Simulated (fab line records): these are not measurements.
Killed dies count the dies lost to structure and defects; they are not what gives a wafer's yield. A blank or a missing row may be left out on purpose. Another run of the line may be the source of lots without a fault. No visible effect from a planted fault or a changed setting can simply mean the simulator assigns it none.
Problem report, 8D (eight disciplines) form, completed by code ; flow n5 finfet ; the parts of the form that need people (team, actions taken, sign-off) are left out

## 1. WHAT WENT WRONG
Mean M3_ILD_THK at N5_BEOL_M3_THK_MEAS_01: 41.7 nm over 3 wafers in 2 lots; fault-free wafers: 79.0 nm, standard deviation 1. Measured from the usual mean, that is -37 standard deviations.
The first sign was on wafer L388.6 at day 10 16:15, on film metro-01. Wafers with a number at this step in the record: 42, from 14 lots. By rule, "out" or "out of limits" means more than 4 standard deviations away from the usual mean. The rest of the wafers with a number are treated as sound.

## 2. WHAT THIS IS AND IS NOT
question;is;is not
which readings at this step;M3_ILD_THK;-
which lots;L388, L394;L374, L375, L377, L378, L380, L381, L382, L383, L384, L395, L396, L397
which wafers of those lots;L388.6, L394.1, L394.6;L388.4, L388.5, L394.2
read on which gauges;film metro-01;film metro-02
when;from day 10 16:15;"up to then (29 sound wafers); but 10 sound wafers of L394, L395, L396, L397 came after"

## 3. THE SUSPECTS, EACH WITH WHAT RULES IT OUT
Counting: any tool at a process step up to the reading remains a suspect provided it ran every lot that is out. Sound lots after the first of them don't rule it out here, since some wafers of a struck lot are sound.
- the gauge at N5_BEOL_M3_THK_MEAS_01: kept. All the wafers that are out were read on film metro-01, and no step on other tools shows them out.
- pvd sputter-02 at N5_BEOL_M2_SPUTTER_92 (material Cu, target thk 4.5 nm, time 8.29 s): kept. It ran every lot that is out, first L388 (day 10 13:49); its last sound lot up to then is L384 (day 9 23:19).
- pvd sputter-02 at N5_BEOL_M2_ANNEAL_93 (time 240 s): kept. It ran every lot that is out, first L388 (day 10 13:53); its last sound lot up to then is L384 (day 9 23:23).
- pecvd-04 at N5_BEOL_M3_ILD_DEP_00 (deposits SiOC from DEMS/O2, target thk 79 nm, time 15.3 s): kept. It ran every lot that is out, first L388 (day 10 16:11); its last sound lot up to then is L383 (day 9 18:13).
Left after counting: pvd sputter-02 at N5_BEOL_M2_SPUTTER_92, pvd sputter-02 at N5_BEOL_M2_ANNEAL_93, pecvd-04 at N5_BEOL_M3_ILD_DEP_00, film metro-01 at N5_BEOL_M3_THK_MEAS_01.

## 4. THE CAUSE (what the simulator had put in)
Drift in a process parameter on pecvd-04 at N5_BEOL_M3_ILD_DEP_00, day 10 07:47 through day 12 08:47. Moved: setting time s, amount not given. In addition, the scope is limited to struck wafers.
Counting left 4 suspects, and this tool is among them.

## 5. THE CHAIN OF EFFECTS, in route order
Each row: a reading whose mean over the struck wafers that have a number lies more than 3 standard deviations from the usual. Readings are gone through only where the record gives a usual standard deviation; hours: the median, over the lots, of the time from a lot's start at the first step in this table giving one to that lot's start at this step; sigmas: the change measured in usual standard deviations.
hours;step;reading;usual;on struck wafers;change;sigmas
0;N5_BEOL_M3_THK_MEAS_01;M3_ILD_THK;79.0 nm;41.7;-37.3;-37

## 6. WHAT WOULD HAVE CAUGHT IT SOONER
In this record the first reading out of limits at a measuring or inspecting step was taken at day 10 16:15, 8 hours after the fault began at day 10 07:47.
No tool reading at N5_BEOL_M3_ILD_DEP_00 that has a usual standard deviation in the record was out on any struck wafer, so an alarm limit of 4 standard deviations on those readings would not have fired.
Among the 2 lots that are out, L394 began N5_BEOL_M3_ILD_DEP_00 on pecvd-04 after day 10 16:15. Putting the tool on hold at that point would have spared it.
